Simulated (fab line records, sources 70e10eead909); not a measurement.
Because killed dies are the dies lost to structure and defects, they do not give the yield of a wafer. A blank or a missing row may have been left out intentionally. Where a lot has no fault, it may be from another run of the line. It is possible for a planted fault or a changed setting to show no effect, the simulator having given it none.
Matching of chambers + flow nand-harc + rie-diel-09 running NHARC_A_CONTACT_ETCH_91: 4 sister chambers
The step etches the open film in CH3F/O2, target depth 40 nm, time 85.7 s. 27 wafers are shown with their chamber, then 12 later ones without.

== WAFERS, EACH WITH ITS CHAMBER ==
| wafer  | chamber | showerhead-plenum-p-Torr (Torr) | drypump-motor-current-A (A) | rf-vpp-V (V) |
|--------|---------|---------------------------------|-----------------------------|--------------|
| L074.3 | 3       | 2.54                            | 5.5                         | 246.5        |
| L074.4 | 0       | 2.54                            | 6.4                         | 244.9        |
| L074.6 | 1       | 2.40                            | 6.5                         | 243.4        |
| L076.4 | 1       | 2.40                            | 6.6                         | 244.3        |
| L076.5 | 0       | 2.54                            | 6.3                         | 246.3        |
| L076.6 | 1       | 2.40                            | 6.6                         | 243.0        |
| L077.1 | 1       | 2.40                            | 6.6                         | 242.8        |
| L077.2 | 0       | 2.54                            | 6.4                         | 245.8        |
| L077.4 | 2       | 2.41                            | 5.1                         | 243.3        |
| L078.2 | 3       | 2.54                            | 5.5                         | 245.0        |
| L078.4 | 2       | 2.41                            | 5.1                         | 244.5        |
| L078.6 | 3       | 2.54                            | 5.4                         | 246.0        |
| L080.1 | 2       | 2.41                            | 5.1                         | 243.9        |
| L080.4 | 3       | 2.54                            | 5.5                         | 245.6        |
| L080.5 | 1       | 2.40                            | 6.6                         | 242.6        |
| L081.1 | 3       | 2.54                            | 5.5                         | 245.1        |
| L081.2 | 2       | 2.41                            | 5.1                         | 244.5        |
| L081.4 | 0       | 2.54                            | 6.4                         | 246.3        |
| L084.1 | 3       | 2.53                            | 5.4                         | 246.0        |
| L084.5 | 2       | 2.41                            | 5.1                         | 243.7        |
| L084.6 | 3       | 2.53                            | 5.4                         | 245.4        |
| L086.3 | 0       | 2.54                            | 6.4                         | 245.5        |
| L086.4 | 2       | 2.41                            | 5.1                         | 242.5        |
| L086.6 | 3       | 2.53                            | 5.5                         | 244.1        |
| L085.1 | 2       | 2.41                            | 5.1                         | 243.5        |
| L085.3 | 0       | 2.54                            | 6.4                         | 245.6        |
| L085.5 | 0       | 2.54                            | 6.4                         | 244.5        |

SIGNATURES (means of the wafers above)
| reading                  | chamber 0 | chamber 1 | chamber 2 | chamber 3 | scatter within a chamber |
|--------------------------|-----------|-----------|-----------|-----------|--------------------------|
| showerhead-plenum-p-Torr | 2.5400    | 2.4000    | 2.4100    | 2.5362    | 0.00286                  |
| drypump-motor-current-A  | 6.386     | 6.580     | 5.100     | 5.463     | 0.0392                   |
| rf-vpp-V                 | 245.557   | 243.220   | 243.700   | 245.463   | 0.703                    |
Rule: for each reading, subtract the chamber's mean from the wafer's reading, divide by that reading's scatter and square the result; add these up over the readings and take the root, which gives the wafer's distance from the chamber. If the next closest chamber is less than 2 further off than the closest, the wafer can't be placed; otherwise it belongs to the closest. The scatter is the square root of a quotient: the sum, over the shown wafers, of each reading's squared deviation from its chamber's mean, divided by wafers minus chambers.

== WAFERS WHOSE CHAMBER IS MISSING ==
| wafer  | showerhead-plenum-p-Torr (Torr) | drypump-motor-current-A (A) | rf-vpp-V (V) |
|--------|---------------------------------|-----------------------------|--------------|
| L088.2 | 2.54                            | 6.4                         | 246.3        |
| L088.5 | 2.41                            | 5.1                         | 243.9        |
| L088.6 | 2.53                            | 5.4                         | 245.1        |
| L092.4 | 2.53                            | 6.4                         | 244.4        |
| L092.5 | 2.40                            | 5.1                         | 243.5        |
| L092.6 | 2.53                            | 5.4                         | 244.9        |
| L096.2 | 2.53                            | 6.3                         | 246.4        |
| L096.5 | 2.53                            | 5.4                         | 245.6        |
| L096.6 | 2.53                            | 6.4                         | 245.3        |
| L097.1 | 2.53                            | 5.4                         | 245.4        |
| L097.2 | 2.40                            | 5.1                         | 243.3        |
| L097.5 | 2.40                            | 5.1                         | 243.8        |

== WHICH CHAMBER EACH ONE RAN IN ==
| wafer  | from the rows above | in truth |
|--------|---------------------|----------|
| L088.2 | 0                   | 0        |
| L088.5 | 2                   | 2        |
| L088.6 | 3                   | 3        |
| L092.4 | 0                   | 0        |
| L092.5 | 2                   | 2        |
| L092.6 | 3                   | 3        |
| L096.2 | 0                   | 0        |
| L096.5 | 3                   | 3        |
| L096.6 | 0                   | 0        |
| L097.1 | 3                   | 3        |
| L097.2 | 2                   | 2        |
| L097.5 | 2                   | 2        |
12 of 12 placed correctly. Not placeable from these rows: 0. 0 placed wrongly.
